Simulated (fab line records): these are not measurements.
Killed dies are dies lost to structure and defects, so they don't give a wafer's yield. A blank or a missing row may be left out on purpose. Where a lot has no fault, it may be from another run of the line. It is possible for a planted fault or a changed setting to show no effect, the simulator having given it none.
Matching of chambers -- flow n5Finfet -- rieDiel-06 running N5_FIN_SAQP_HM_OPEN_33: 4 sister chambers
The step chemistry CH3F/O2, target SiNx, target depth 49.4 nm, time 70.6 s. 4 wafers are shown with their chamber, then 7 later ones without.

## WAFERS PAIRED WITH THEIR CHAMBERS
wafer,chamber,showerheadPlenumPTorr (Torr)
L087.5,0,1.94
L088.5,3,1.97
L089.1,2,1.97
L089.5,1,2.13

## WAFERS WITH NO CHAMBER GIVEN
wafer,showerheadPlenumPTorr (Torr)
L089.6,1.94
L091.2,1.97
L091.3,1.93
L091.6,1.97
L093.3,1.97
L093.5,1.93
L093.6,2.12

## THE CHAMBER EACH PASSED THROUGH
wafer,from the rows above,in truth
L089.6,0,0
L091.2,can't be placed: 2 or 3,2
L091.3,0,0
L091.6,can't be placed: 2 or 3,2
L093.3,can't be placed: 2 or 3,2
L093.5,0,0
L093.6,1,1
Correctly placed: 4 of 7. Can't be placed from these rows: 3 (the true chamber is among the candidates in 3). Wrongly placed: 0.
How it was worked out, from the rows above alone: a wafer's distance from a chamber is the root of the sum, over the readings, of the square of ((its reading less the chamber's mean) divided by the reading's scatter). The wafer belongs to the nearest chamber; if the next one is less than 2 further off, it can't be placed. Each chamber's mean is taken over the wafers shown for it. The scatter: with one shown wafer a chamber, the root of the mean of the squares of how far each hidden wafer lies from its nearest shown one.
